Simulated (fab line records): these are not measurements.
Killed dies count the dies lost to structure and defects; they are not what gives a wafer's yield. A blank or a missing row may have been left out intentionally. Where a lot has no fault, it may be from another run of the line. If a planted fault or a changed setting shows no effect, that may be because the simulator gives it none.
fab line records	flow nand-harc
record: lots: 24	wafers: 72	last-day: 24
route steps=1159 shown P_GATE@150 P_CONTACT@233 P_M0@268
lots that met no fault: from a run of the same line without faults
start-h: hours from the record's opening day to when the first of the lot's shown wafers began	wait-h: hours from the lot's prior step to this one	" unchanged from the row above	L1.1+2: several wafers, shown together as one row	- no value, or no start was given	* or withheld: withheld	< > ~ a bound
route shown NAME@n: NAME is a module with steps in the file, n the number in the route of the first one	usual: mean/standard deviation taken from wafers without a fault	same: alike in all rows	chamber/n: place in a boat	sites: each site's reading	_std_site: the values' standard deviation	_edge_site: inner sites' mean taken away from outer sites' mean	radius-mm: for every site, how far away it sits from the centre of the wafer	mask NAME#n: copy n	behind: the last tool/chamber to shape the wafer	hold: what put the lot on hold/how long, in hours/how the hold closed	device: the transistor (n, p or np) that didn't switch	end of line: the same wafers' tests at the end of the route	where a step has no rows: the recipe by itself	killed: count of dies lost to structure and defects at first sort (not the wafer's yield)	map: dies across one wafer; x = killed, . = not, _ = none there
set.NAME: setting as actually run; set.NAME@STEP: the setting as run at that earlier step	model.NAME: the simulator's own value behind a step, which no gauge read
steps of the route over a sample of lots; a table a step, a row a wafer
services: the hour from which a tool's chamber was out of use, counted from the record's first day as start-h (under 0 if before that day), plus the number of hours and why
== steps ==
step: NHARC_P_GATE_STRIP_108
recipe: o2-flow-sccm: 500	ar-flow-sccm: 0	bias-w: 0	chemistry: O2
usual: drypump-motor-current-A: 5.7/0.5	oes-product-au: 1.009/0.012	rf-vpp-V: 57.9/0.97	showerhead-plenum-p-Torr: 3.56/0.12	throttle-valve-pct: 17.038/0.0093
lot.wafer	tool	chamber	start-h	wait-h	drypump-motor-current-A	oes-product-au	rf-hours-counter-h	rf-vpp-V	showerhead-plenum-p-Torr	throttle-valve-pct
L074.1	rie-diel-04	1	84.51	-	5.1	0.989	22	56.3	3.53	17.049
L074.6	"	3	"	"	5.4	0.988	-	58.9	3.72	17.050
L074.5	"	0	"	"	6.0	0.994	-	59.2	3.51	17.052
L076.4	rie-diel-04	0	102.16	-	6.0	0.996	23	60.1	3.51	17.028
L076.6	"	2	"	"	5.8	1.029	-	58.4	3.65	17.036
L076.5	"	3	"	"	5.5	1.005	-	57.4	3.72	17.045
L075.1	rie-diel-04	2	102.91	-	5.8	1.027	24	58.3	3.65	17.050
L075.3	"	0	"	"	6.0	1.003	23	59.1	3.51	17.025
L075.6	"	2	"	"	5.7	1.038	-	58.0	3.65	17.037
L078.1	rie-diel-05	3	106.54	-	6.3	1.022	45	58.4	3.48	17.027
L078.6	"	0	"	"	6.3	1.000	-	57.8	3.51	17.040
L078.5	"	1	"	"	5.3	0.996	-	56.0	3.28	17.032
L077.1	rie-diel-07	3	106.57	-	5.1	1.006	17	58.4	3.59	17.040
L077.4	"	1	"	"	4.9	1.005	20	57.2	3.63	17.047
L077.6	"	2	"	"	6.6	1.022	-	57.1	3.51	17.032
L079.1	rie-diel-05	2	118.90	-	6.3	1.009	36	56.5	3.64	17.042
L079.2	"	3	"	"	6.3	1.023	49	56.8	3.48	17.024
L079.6	"	3	"	"	6.3	1.023	-	58.1	3.48	17.038
L080.3	rie-diel-04	1	127.00	-	5.1	1.002	2	57.9	3.53	17.031
L080.1	"	2	"	"	5.8	1.008	2	58.8	3.65	17.035
L080.5	"	1	"	"	5.1	1.004	-	57.3	3.53	17.032
L081.2	rie-diel-04	1	133.93	-	5.0	0.998	3	55.5	3.53	17.034
L081.3	"	3	"	"	5.5	1.009	4	57.9	3.72	17.037
L081.6	"	0	"	"	6.0	1.024	-	57.9	3.51	17.036
L082.4	rie-diel-05	2	139.62	-	6.3	1.018	46	58.4	3.64	17.028
L082.1	"	3	"	"	6.3	1.030	58	57.8	3.48	17.059
L082.6	"	0	"	"	6.3	1.010	-	57.2	3.50	17.035
L083.2	rie-diel-05	1	140.02	-	5.3	0.994	57	55.8	3.28	17.051
L083.1	"	0	"	"	6.3	1.018	55	57.4	3.50	17.050
L083.6	"	2	"	"	6.3	1.019	-	58.1	3.64	17.044
L084.2	rie-diel-04	3	144.90	-	5.4	0.997	7	58.9	3.72	17.041
L084.4	"	0	"	"	6.0	1.021	7	56.6	3.51	17.037
L084.6	"	1	"	"	5.1	1.000	-	57.5	3.53	17.046
L088.2	rie-diel-04	2	165.57	-	5.8	1.011	12	58.0	3.64	17.027
L088.3	"	3	"	"	5.5	0.987	12	58.5	3.71	17.065
L088.6	"	2	"	"	5.8	1.010	-	57.6	3.64	17.023
L085.3	rie-diel-04	0	165.94	-	6.0	1.030	11	56.2	3.51	17.038
L085.1	"	1	"	"	5.0	1.000	12	58.3	3.53	17.040
L085.2	"	3	"	"	5.4	1.000	12	57.9	3.71	17.034
L086.1	rie-diel-04	1	166.23	-	5.1	1.000	12	58.0	3.53	17.032
L086.2	"	2	"	"	5.8	1.019	12	57.7	3.64	17.041
L086.5	"	3	"	"	5.5	1.018	-	55.7	3.71	17.025
L087.1	rie-diel-04	1	166.30	-	5.0	1.001	12	57.7	3.53	17.034
L087.4	"	0	"	"	6.0	1.031	11	57.7	3.50	17.034
L087.6	"	2	"	"	5.8	1.013	-	57.5	3.64	17.051
L089.4	rie-diel-05	0	184.67	-	6.3	1.011	2	56.9	3.50	17.037
L089.1	"	2	"	"	6.3	1.002	3	58.1	3.63	17.036
L089.6	"	0	"	"	6.3	0.998	-	58.6	3.50	17.029
L090.1	rie-diel-07	0	185.44	-	5.1	1.018	46	56.0	3.27	17.028
L090.3	"	1	"	"	4.9	1.002	47	56.2	3.61	17.018
L090.6	"	0	"	"	5.1	1.014	-	56.5	3.27	17.043
L091.4	rie-diel-07	2	190.02	-	6.6	1.023	43	56.7	3.50	17.040
L091.5	"	3	"	"	5.2	1.017	-	59.9	3.58	17.034
L091.6	"	0	"	"	5.1	1.024	-	57.5	3.27	17.045
L093.3	rie-diel-05	0	203.24	-	6.3	1.007	6	58.1	3.49	17.038
L093.4	"	1	"	"	5.2	1.002	7	59.2	3.80	17.036
L093.2	"	2	"	"	6.3	1.014	7	58.5	3.63	17.040
L092.4	rie-diel-07	2	203.41	-	6.6	1.021	48	58.0	3.50	17.036
L092.3	"	0	"	"	5.1	1.008	53	57.3	3.27	17.044
L092.6	"	1	"	"	4.9	1.007	-	58.6	3.61	17.042
L095.3	rie-diel-04	3	212.36	-	5.4	1.003	22	58.1	3.71	17.041
L095.1	"	0	"	"	6.0	1.022	22	57.4	3.50	17.048
L095.6	"	0	"	"	6.0	1.022	-	56.6	3.50	17.045
L094.2	rie-diel-04	2	212.47	-	5.8	1.010	21	56.6	3.64	17.031
L094.1	"	0	"	"	6.0	1.028	22	58.0	3.50	17.049
L094.5	"	3	"	"	5.4	1.004	-	58.2	3.71	17.044
L096.2	rie-diel-05	3	227.90	-	6.3	0.997	12	58.7	3.47	17.045
L096.1	"	1	"	"	5.2	1.010	18	60.4	3.80	17.026
L096.6	"	3	"	"	6.3	1.000	-	58.1	3.47	17.029
L097.3	rie-diel-04	3	228.64	-	5.5	1.019	25	58.8	3.71	17.030
L097.4	"	2	"	"	5.8	1.010	24	57.8	3.63	17.040
L097.6	"	3	"	"	5.4	1.015	-	57.3	3.71	17.036
step: NHARC_P_GATE_DESCUM_48
recipe: time-s: 3	o2-flow-sccm: 200	ar-flow-sccm: 0	bias-power-w: 0	chemistry: O2
usual: drypump-motor-current-A: 5.6/0.54	oes-product-au: 1.007/0.012	rf-vpp-V: 57.8/0.88	showerhead-plenum-p-Torr: 1.94/0.07	throttle-valve-pct: 11.312/0.0095
lot.wafer	tool	chamber	start-h	wait-h	drypump-motor-current-A	oes-product-au	rf-hours-counter-h	rf-vpp-V	showerhead-plenum-p-Torr	throttle-valve-pct
L074.1	rie-diel-04	3	95.94	-	5.4	1.001	24	58.4	2.03	11.299
L074.5	"	0	"	"	6.0	0.989	-	58.9	1.90	11.308
L074.6	"	1	"	"	5.1	0.984	-	57.6	1.92	11.311
L076.4	rie-diel-05	0	113.85	-	6.3	1.003	45	56.2	1.90	11.304
L076.6	"	3	"	"	6.3	1.023	-	57.6	1.89	11.308
L076.5	"	0	"	"	6.3	1.002	-	58.3	1.90	11.313
L075.1	rie-diel-05	2	114.71	-	6.3	1.026	35	57.7	1.98	11.311
L075.3	"	1	"	"	5.3	1.002	47	55.8	1.77	11.308
L075.6	"	3	"	"	6.3	1.024	-	55.9	1.89	11.319
L078.1	rie-diel-07	1	117.90	-	4.9	0.996	24	57.2	1.97	11.313
L078.5	"	0	"	"	5.1	1.009	-	57.4	1.77	11.319
L078.6	"	1	"	"	4.9	0.989	-	57.5	1.97	11.317
L077.4	rie-diel-07	3	122.51	-	5.1	0.990	21	57.6	1.95	11.311
L077.1	"	0	"	"	5.1	0.991	24	55.7	1.77	11.329
L077.6	"	1	"	"	4.9	1.004	-	58.4	1.97	11.308
L079.2	rie-diel-07	0	130.20	-	5.1	1.002	25	56.4	1.77	11.296
L079.1	"	2	"	"	6.6	1.020	23	58.4	1.90	11.304
L079.6	"	0	"	"	5.1	1.000	-	57.2	1.77	11.292
L080.1	rie-diel-04	1	138.38	-	5.1	0.999	5	58.2	1.91	11.315
L080.3	"	3	"	"	5.4	0.989	5	58.6	2.02	11.310
L080.5	"	1	"	"	5.1	0.995	-	58.8	1.91	11.318
L081.2	rie-diel-07	0	145.22	-	5.1	1.009	32	57.1	1.77	11.325
L081.3	"	1	"	"	4.9	1.013	32	58.7	1.97	11.294
L081.6	"	2	"	"	6.6	1.020	-	56.5	1.90	11.304
L082.1	rie-diel-07	2	151.00	-	6.6	1.021	31	58.0	1.90	11.299
L082.4	"	0	"	"	5.1	1.006	34	58.4	1.77	11.322
L082.6	"	1	"	"	4.9	1.004	-	57.7	1.97	11.300
L083.2	rie-diel-04	2	151.36	-	5.8	1.001	10	59.2	1.98	11.297
L083.1	"	0	"	"	6.0	1.033	8	58.5	1.90	11.317
L083.6	"	1	"	"	5.0	0.992	-	58.0	1.91	11.319
L084.2	rie-diel-04	1	156.18	-	5.1	0.999	10	58.7	1.91	11.312
L084.4	"	0	"	"	5.9	1.022	8	56.6	1.90	11.326
L084.6	"	1	"	"	5.0	1.003	-	56.5	1.91	11.303
L088.2	rie-diel-04	0	176.89	-	6.0	1.025	13	57.2	1.90	11.314
L088.3	"	3	"	"	5.4	1.006	14	58.3	2.02	11.322
L088.6	"	0	"	"	5.9	1.021	-	57.3	1.90	11.319
L085.3	rie-diel-04	3	177.10	-	5.4	1.009	14	58.1	2.02	11.323
L085.1	"	0	"	"	6.0	1.034	13	58.1	1.90	11.309
L085.2	"	2	"	"	5.8	1.024	14	57.8	1.98	11.326
L086.1	rie-diel-05	1	177.47	-	5.2	0.997	1	58.0	2.08	11.318
L086.2	"	2	"	"	6.3	1.001	1	57.4	1.97	11.315
L086.5	"	1	"	"	5.2	0.997	-	57.7	2.08	11.305
L087.4	rie-diel-07	1	183.16	-	4.9	1.001	46	57.7	1.96	11.303
L087.1	"	3	"	"	5.2	1.025	43	55.9	1.94	11.316
L087.6	"	0	"	"	5.1	1.007	-	57.6	1.76	11.314
L089.1	rie-diel-04	0	195.99	-	6.0	1.017	17	58.0	1.90	11.312
L089.4	"	1	"	"	5.1	0.995	18	57.9	1.91	11.317
L089.6	"	1	"	"	5.1	0.993	-	57.7	1.91	11.308
L090.1	rie-diel-04	2	196.61	-	5.8	1.001	17	57.7	1.98	11.323
L090.3	"	0	"	"	5.9	1.033	17	58.8	1.90	11.312
L090.6	"	3	"	"	5.4	0.996	-	57.9	2.02	11.295
L091.4	rie-diel-04	3	201.20	-	5.4	1.005	19	57.1	2.02	11.317
L091.5	"	3	"	"	5.4	0.993	-	60.5	2.02	11.297
L091.6	"	0	"	"	5.9	1.017	-	57.5	1.90	11.318
L093.4	rie-diel-05	0	214.60	-	6.3	1.010	11	56.7	1.89	11.315
L093.2	"	1	"	"	5.2	1.002	12	57.8	2.07	11.317
L093.3	"	2	"	"	6.3	1.005	12	57.6	1.97	11.307
L092.3	rie-diel-04	3	214.79	-	5.4	1.001	23	58.0	2.02	11.318
L092.4	"	0	"	"	5.9	1.026	22	57.3	1.90	11.319
L092.6	"	3	"	"	5.4	1.006	-	58.9	2.02	11.319
L095.3	rie-diel-04	2	223.57	-	5.9	1.015	23	59.4	1.98	11.318
L095.1	"	0	"	"	5.9	1.037	24	56.9	1.90	11.300
L095.6	"	2	"	"	5.8	1.013	-	57.4	1.97	11.311
L094.2	rie-diel-04	2	223.80	-	5.8	1.014	23	59.9	1.97	11.319
L094.1	"	3	"	"	5.5	1.017	24	58.4	2.02	11.310
L094.5	"	1	"	"	5.1	0.997	-	58.2	1.91	11.301
L096.1	rie-diel-07	1	239.36	-	4.9	0.982	0	57.4	1.96	11.316
L096.2	"	2	"	"	6.6	1.010	0	58.4	1.89	11.297
L096.6	"	0	"	"	5.1	0.978	-	58.0	2.08	11.303
L097.3	rie-diel-07	0	239.98	-	5.1	0.996	0	58.6	2.08	11.301
L097.4	"	1	"	"	4.9	1.001	0	58.7	1.96	11.307
L097.6	"	1	"	"	4.9	0.997	-	57.7	1.96	11.301
step: NHARC_P_GATE_RTA_82
recipe: temp-c: 450	time-s: 30
usual: lamp-power-pct: 3.97/0.15	wafer_temp_C_max: 451.8/0.6
lot.wafer	tool	chamber	start-h	wait-h	lamp-power-pct	wafer_temp_C_max
L074.1	rtp-anneal-02	0	102.12	-	4.14	451.6
L074.5	"	0	"	"	4.15	451.5
L074.6	"	0	"	"	4.15	452.3
L076.4	rtp-anneal-02	0	120.11	-	4.15	451.4
L076.5	"	0	"	"	4.14	451.4
L076.6	"	0	"	"	4.15	451.5
L075.1	rtp-anneal-02	0	120.94	-	4.15	450.6
L075.3	"	0	"	"	4.14	451.4
L075.6	"	0	"	"	4.15	451.8
L078.1	rtp-anneal-01	0	124.26	-	3.85	451.7
L078.5	"	0	"	"	3.85	452.9
L078.6	"	0	"	"	3.85	452.4
L077.1	rtp-anneal-02	0	128.79	-	4.14	451.4
L077.4	"	0	"	"	4.15	451.5
L077.6	"	0	"	"	4.14	451.4
L079.1	rtp-anneal-01	0	136.56	-	3.85	452.4
L079.2	"	0	"	"	3.85	451.9
L079.6	"	0	"	"	3.86	452.1
L080.1	rtp-anneal-01	0	144.64	-	3.85	451.9
L080.3	"	0	"	"	3.85	451.9
L080.5	"	0	"	"	3.85	452.2
L081.2	rtp-anneal-01	0	151.41	-	3.85	451.4
L081.3	"	0	"	"	3.85	452.1
L081.6	"	0	"	"	3.85	452.5
L082.1	rtp-anneal-02	0	157.06	-	4.15	451.3
L082.4	"	0	"	"	4.15	451.2
L082.6	"	0	"	"	4.15	451.0
L083.1	rtp-anneal-01	0	158.16	-	3.85	452.3
L083.2	"	0	"	"	3.85	451.8
L083.6	"	0	"	"	3.85	452.4
L084.2	rtp-anneal-02	0	162.41	-	4.14	450.9
L084.4	"	0	"	"	4.15	450.7
L084.6	"	0	"	"	4.14	451.2
L088.2	rtp-anneal-01	0	183.18	-	3.84	452.3
L088.3	"	0	"	"	3.85	452.0
L088.6	"	0	"	"	3.86	452.2
L085.1	rtp-anneal-01	0	183.84	-	3.86	452.2
L085.2	"	0	"	"	3.85	452.3
L085.3	"	0	"	"	3.85	452.1
L086.1	rtp-anneal-01	0	184.14	-	3.85	453.5
L086.2	"	0	"	"	3.85	453.1
L086.5	"	0	"	"	3.85	452.6
L087.1	rtp-anneal-02	0	189.73	-	4.15	451.1
L087.4	"	0	"	"	4.15	451.1
L087.6	"	0	"	"	4.15	451.5
L089.1	rtp-anneal-01	0	202.31	-	3.85	452.7
L089.4	"	0	"	"	3.86	451.7
L089.6	"	0	"	"	3.84	451.8
L090.1	rtp-anneal-01	0	202.80	-	3.84	452.6
L090.3	"	0	"	"	3.85	452.0
L090.6	"	0	"	"	3.85	452.4
L091.4	rtp-anneal-02	0	207.56	-	4.15	451.5
L091.5	"	0	"	"	4.15	451.7
L091.6	"	0	"	"	4.14	451.6
L093.2	rtp-anneal-01	0	221.04	-	3.85	451.2
L093.3	"	0	"	"	3.85	452.7
L093.4	"	0	"	"	3.85	452.0
L092.3	rtp-anneal-01	0	221.91	-	3.85	452.1
L092.4	"	0	"	"	3.85	451.8
L092.6	"	0	"	"	3.85	451.8
L095.1	rtp-anneal-01	0	230.24	-	3.85	452.0
L095.3	"	0	"	"	3.85	451.7
L095.6	"	0	"	"	3.85	451.8
L094.1	rtp-anneal-01	0	230.42	-	3.85	452.5
L094.2	"	0	"	"	3.85	452.1
L094.5	"	0	"	"	3.85	452.2
L096.1	rtp-anneal-02	0	245.65	-	4.15	451.2
L096.2	"	0	"	"	4.14	451.1
L096.6	"	0	"	"	4.14	451.1
L097.3	rtp-anneal-02	0	246.49	-	4.15	451.2
L097.4	"	0	"	"	4.14	450.9
L097.6	"	0	"	"	4.14	451.2
step: NHARC_P_CONTACT_OVL_MEAS_13
usual: overlay-x-nm: 0.1/0.69	overlay-y-nm: 0.3/0.82
lot.wafer	tool	chamber	start-h	wait-h	overlay-x-nm	overlay-y-nm
L074.1	overlay-02	-	104.04	-	0.5	-1.5
L074.5	"	-	"	"	0.3	-0.9
L074.6	"	-	"	"	0.3	-0.6
L076.4	overlay-02	-	121.92	-	0.2	0.9
L076.5	"	-	"	"	-0.4	0.9
L076.6	"	-	"	"	0.4	1.2
L075.1	overlay-01	-	123.01	-	-0.7	0.4
L075.3	"	-	"	"	-0.9	0.2
L075.6	"	-	"	"	-1.0	0.2
L078.1	overlay-01	-	126.16	-	-0.4	-1.5
L078.5	"	-	"	"	-0.3	-1.7
L078.6	"	-	"	"	-0.3	-1.6
L077.1	overlay-01	-	130.69	-	0.1	0.3
L077.4	"	-	"	"	-0.4	0.7
L077.6	"	-	"	"	0.3	0.2
L079.1	overlay-01	-	138.45	-	0.8	-0.1
L079.2	"	-	"	"	0.4	0.5
L079.6	"	-	"	"	0.1	0.1
L080.1	overlay-01	-	146.53	-	0.0	1.0
L080.3	"	-	"	"	-0.2	0.2
L080.5	"	-	"	"	0.4	0.2
L081.2	overlay-01	-	153.30	-	-1.1	0.2
L081.3	"	-	"	"	-0.2	0.0
L081.6	"	-	"	"	-0.4	-0.2
L082.1	overlay-02	-	158.97	-	-0.4	0.2
L082.4	"	-	"	"	-0.5	0.1
L082.6	"	-	"	"	-0.5	0.1
L083.1	overlay-02	-	160.06	-	1.3	-1.1
L083.2	"	-	"	"	0.5	-0.5
L083.6	"	-	"	"	0.4	-1.1
L084.2	overlay-02	-	164.33	-	-0.5	-0.7
L084.4	"	-	"	"	-0.2	-0.7
L084.6	"	-	"	"	-0.2	-0.6
L088.2	overlay-02	-	185.05	-	-1.0	0.4
L088.3	"	-	"	"	-1.5	1.4
L088.6	"	-	"	"	-0.9	0.4
L085.1	overlay-01	-	185.98	-	0.2	0.2
L085.2	"	-	"	"	-0.1	0.0
L085.3	"	-	"	"	0.0	0.6
L086.1	overlay-02	-	186.01	-	0.0	-0.7
L086.2	"	-	"	"	-0.4	-0.4
L086.5	"	-	"	"	0.3	-0.1
L087.1	overlay-01	-	191.65	-	1.7	0.8
L087.4	"	-	"	"	2.3	0.8
L087.6	"	-	"	"	1.1	0.6
L089.1	overlay-02	-	204.24	-	-0.2	1.5
L089.4	"	-	"	"	-0.4	1.5
L089.6	"	-	"	"	-0.1	1.1
L090.1	overlay-01	-	205.42	-	0.6	-0.2
L090.3	"	-	"	"	0.3	-0.2
L090.6	"	-	"	"	-0.3	0.1
L091.4	overlay-01	-	209.38	-	-0.9	0.3
L091.5	"	-	"	"	-1.6	0.5
L091.6	"	-	"	"	-0.6	0.4
L093.2	overlay-02	-	222.91	-	0.5	0.9
L093.3	"	-	"	"	0.2	0.6
L093.4	"	-	"	"	0.4	0.6
L092.3	overlay-01	-	223.75	-	1.0	1.2
L092.4	"	-	"	"	0.9	1.4
L092.6	"	-	"	"	0.3	1.3
L095.1	overlay-01	-	232.14	-	0.6	2.1
L095.3	"	-	"	"	1.1	1.8
L095.6	"	-	"	"	0.1	2.2
L094.1	overlay-02	-	232.45	-	-0.2	1.0
L094.2	"	-	"	"	0.3	0.6
L094.5	"	-	"	"	0.0	1.3
L096.1	overlay-01	-	247.56	-	0.9	0.2
L096.2	"	-	"	"	1.2	-0.2
L096.6	"	-	"	"	0.9	-0.5
L097.3	overlay-02	-	248.52	-	0.1	0.8
L097.4	"	-	"	"	0.2	0.7
L097.6	"	-	"	"	0.4	0.3
step: NHARC_P_M0_ETCH_15
recipe: target-depth-a: 1500	overetch-a: 150	time-s: 82.5	c4f8-flow-sccm: withheld	ar-flow-sccm: 400	rf-w: 600	bias-w: 300	chemistry: C4F8/Ar
usual: oes-product-au: 0.957/0.025	rf-vpp-V: 441.3/2.8
lot.wafer	tool	chamber	start-h	wait-h	oes-product-au	rf-hours-counter-h	rf-vpp-V
L074.1	rie-diel-10	0	-	-	0.929	8	440.5
L074.5	"	1	"	"	0.925	-	439.7
L074.6	"	2	"	"	0.969	-	438.4
L076.5	rie-diel-10	2	-	-	0.938	-	437.4
L076.6	"	3	"	"	0.907	-	442.6
L076.4	"	0	"	"	0.927	-	440.1
L075.1	rie-diel-03	3	-	-	0.980	7	443.9
L075.3	"	1	"	"	0.951	7	437.6
L075.6	"	1	"	"	0.960	-	437.1
L078.1	rie-diel-03	3	-	-	0.983	8	445.1
L078.5	"	3	"	"	0.980	-	445.8
L078.6	"	1	"	"	0.969	-	437.4
L077.1	rie-diel-12	3	-	-	0.968	7	442.1
L077.4	"	1	"	"	0.999	7	440.2
L077.6	"	3	"	"	0.956	-	442.9
L079.2	rie-diel-10	0	-	-	0.971	11	441.0
L079.1	"	3	"	"	0.940	12	445.0
L079.6	"	0	"	"	0.969	-	440.4
L080.3	rie-diel-12	2	-	-	0.926	5	442.6
L080.1	"	0	"	"	0.928	7	442.7
L080.5	"	3	"	"	0.917	-	443.3
L081.3	rie-diel-03	1	-	-	0.971	10	438.1
L081.2	"	2	"	"	0.999	7	443.4
L081.6	"	0	"	"	0.988	-	436.3
L082.1	rie-diel-10	0	-	-	0.935	13	440.6
L082.6	"	0	"	"	0.936	-	441.2
L082.4	"	1	"	"	0.926	-	439.5
L083.2	rie-diel-10	1	-	-	0.963	12	439.0
L083.1	"	0	"	"	0.960	14	440.7
L083.6	"	0	"	"	0.970	-	440.2
L084.2	rie-diel-10	1	-	-	0.913	12	440.3
L084.6	"	0	"	"	0.926	-	440.7
L084.4	"	1	"	"	0.920	-	439.5
L088.2	rie-diel-12	2	-	-	0.926	9	444.5
L088.3	"	0	"	"	0.916	10	442.5
L088.6	"	1	"	"	0.940	-	440.0
L085.2	rie-diel-03	2	-	-	0.937	9	443.9
L085.3	"	3	"	"	0.932	12	444.4
L085.1	"	1	"	"	0.930	12	437.3
L086.2	rie-diel-03	3	-	-	0.957	12	443.9
L086.1	"	2	"	"	0.975	10	445.7
L086.5	"	0	"	"	0.963	-	436.0
L087.1	rie-diel-03	1	-	-	0.973	13	438.7
L087.4	"	2	"	"	0.986	10	444.3
L087.6	"	3	"	"	0.974	-	443.3
L089.1	rie-diel-12	2	-	-	0.974	0	444.8
L089.6	"	1	"	"	0.987	-	439.9
L089.4	"	2	"	"	0.974	-	444.2
L090.3	rie-diel-12	2	-	-	0.970	0	443.4
L090.1	"	3	"	"	0.943	0	443.0
L090.6	"	2	"	"	0.959	-	443.3
L091.5	rie-diel-12	2	-	-	0.966	-	443.9
L091.6	"	3	"	"	0.952	-	442.5
L091.4	"	1	"	"	0.985	-	440.7
L093.3	rie-diel-10	1	-	-	0.951	5	440.3
L093.2	"	0	"	"	0.961	5	441.4
L093.4	"	3	"	"	0.955	-	444.5
L092.3	rie-diel-12	2	-	-	0.969	2	444.3
L092.4	"	3	"	"	0.979	2	442.4
L092.6	"	1	"	"	0.987	-	439.6
L095.3	rie-diel-03	3	-	-	0.976	1	443.4
L095.1	"	1	"	"	0.951	1	438.2
L095.6	"	3	"	"	0.988	-	444.2
L094.2	rie-diel-03	2	-	-	0.979	1	443.4
L094.1	"	3	"	"	0.979	1	446.3
L094.5	"	2	"	"	0.979	-	443.8
L096.2	rie-diel-12	0	-	-	0.958	2	442.8
L096.1	"	3	"	"	0.973	3	442.7
L096.6	"	0	"	"	0.955	-	444.1
L097.4	rie-diel-03	2	-	-	0.950	2	443.4
L097.3	"	3	"	"	0.982	3	444.0
L097.6	"	1	"	"	0.943	-	436.8
step: NHARC_P_M0_ANNEAL_30
recipe: temp-c: 225	time-s: 90
usual: wafer_temp_C_max: 225.87/0.27
lot.wafer	tool	chamber	start-h	wait-h	wafer_temp_C_max
L074.1	rtp-anneal-02	0	111.61	0.3	225.78
L074.5	"	0	"	"	225.81
L074.6	"	0	"	"	225.77
L076.4	rtp-anneal-01	0	134.78	-	226.15
L076.5	"	0	"	"	225.95
L076.6	"	0	"	"	225.95
L075.1	rtp-anneal-02	0	135.24	0.3	225.82
L075.3	"	0	"	"	225.80
L075.6	"	0	"	"	225.85
L078.1	rtp-anneal-01	0	137.05	-	225.96
L078.5	"	0	"	"	225.77
L078.6	"	0	"	"	226.30
L077.1	rtp-anneal-01	0	140.62	-	226.20
L077.4	"	0	"	"	225.70
L077.6	"	0	"	"	226.07
L079.1	rtp-anneal-01	0	148.99	0.3	226.08
L079.2	"	0	"	"	225.66
L079.6	"	0	"	"	225.95
L080.1	rtp-anneal-01	0	154.61	-	226.21
L080.3	"	0	"	"	225.98
L080.5	"	0	"	"	226.10
L081.2	rtp-anneal-02	0	161.76	-	225.57
L081.3	"	0	"	"	225.50
L081.6	"	0	"	"	225.61
L082.1	rtp-anneal-01	0	164.92	0.3	226.02
L082.4	"	0	"	"	225.99
L082.6	"	0	"	"	226.03
L083.1	rtp-anneal-01	0	166.47	-	226.32
L083.2	"	0	"	"	226.20
L083.6	"	0	"	"	226.13
L084.2	rtp-anneal-02	0	170.35	0.4	225.65
L084.4	"	0	"	"	226.02
L084.6	"	0	"	"	225.44
L088.2	rtp-anneal-02	0	195.73	0.3	225.78
L088.3	"	0	"	"	225.39
L088.6	"	0	"	"	225.69
L085.1	rtp-anneal-01	0	196.32	-	225.82
L085.2	"	0	"	"	226.03
L085.3	"	0	"	"	226.10
L086.1	rtp-anneal-02	0	196.96	0.3	225.44
L086.2	"	0	"	"	225.41
L086.5	"	0	"	"	225.46
L087.1	rtp-anneal-02	0	198.56	0.3	225.65
L087.4	"	0	"	"	225.29
L087.6	"	0	"	"	225.59
L089.1	rtp-anneal-01	0	214.41	0.3	226.48
L089.4	"	0	"	"	225.86
L089.6	"	0	"	"	225.77
L090.1	rtp-anneal-01	0	215.05	0.3	225.45
L090.3	"	0	"	"	225.97
L090.6	"	0	"	"	225.68
L091.4	rtp-anneal-01	0	218.37	0.3	225.51
L091.5	"	0	"	"	225.99
L091.6	"	0	"	"	226.12
L093.2	rtp-anneal-01	0	229.52	0.6	226.42
L093.3	"	0	"	"	226.20
L093.4	"	0	"	"	225.95
L092.3	rtp-anneal-02	0	229.99	0.4	225.77
L092.4	"	0	"	"	225.57
L092.6	"	0	"	"	225.63
L095.1	rtp-anneal-01	0	241.21	-	226.04
L095.3	"	0	"	"	226.08
L095.6	"	0	"	"	226.07
L094.1	rtp-anneal-02	0	241.80	0.4	225.37
L094.2	"	0	"	"	225.92
L094.5	"	0	"	"	225.69
L096.1	rtp-anneal-02	0	259.06	0.3	225.48
L096.2	"	0	"	"	225.35
L096.6	"	0	"	"	225.87
L097.3	rtp-anneal-02	0	259.99	0.3	225.70
L097.4	"	0	"	"	225.91
L097.6	"	0	"	"	225.57
== services ==
tool	chamber	start-h	hours	kind
rie-diel-04	0	66.21	-	clean
rie-diel-04	1	66.21	-	clean
rie-diel-03	0	79.24	2.6	repair
rie-diel-03	3	81.71	6.9	repair
rie-diel-12	2	102.08	16.6	repair
rie-diel-07	2	107.05	2.9	repair
rie-diel-04	-	111.91	9.0	pm
rie-diel-07	-	124.81	0.4	repair
rie-diel-03	2	125.52	20.1	repair
rie-diel-10	1	128.53	30.7	repair
rie-diel-07	-	134.69	0.1	repair
rie-diel-10	2	150.35	82.1	repair
rie-diel-12	-	156.59	2.6	repair
rie-diel-05	-	163.62	9.0	pm
rie-diel-12	-	171.28	0.6	repair
rie-diel-05	0	172.99	1.4	repair
rie-diel-10	-	176.50	9.0	pm
rie-diel-04	2	178.98	4.3	repair
rie-diel-05	0	189.75	3.0	repair
rie-diel-12	-	202.47	9.0	pm
rie-diel-05	3	204.70	9.8	repair
rie-diel-12	0	211.63	6.9	repair
rie-diel-03	-	215.30	9.0	pm
rie-diel-07	-	229.31	9.0	pm
== key ==
fault none
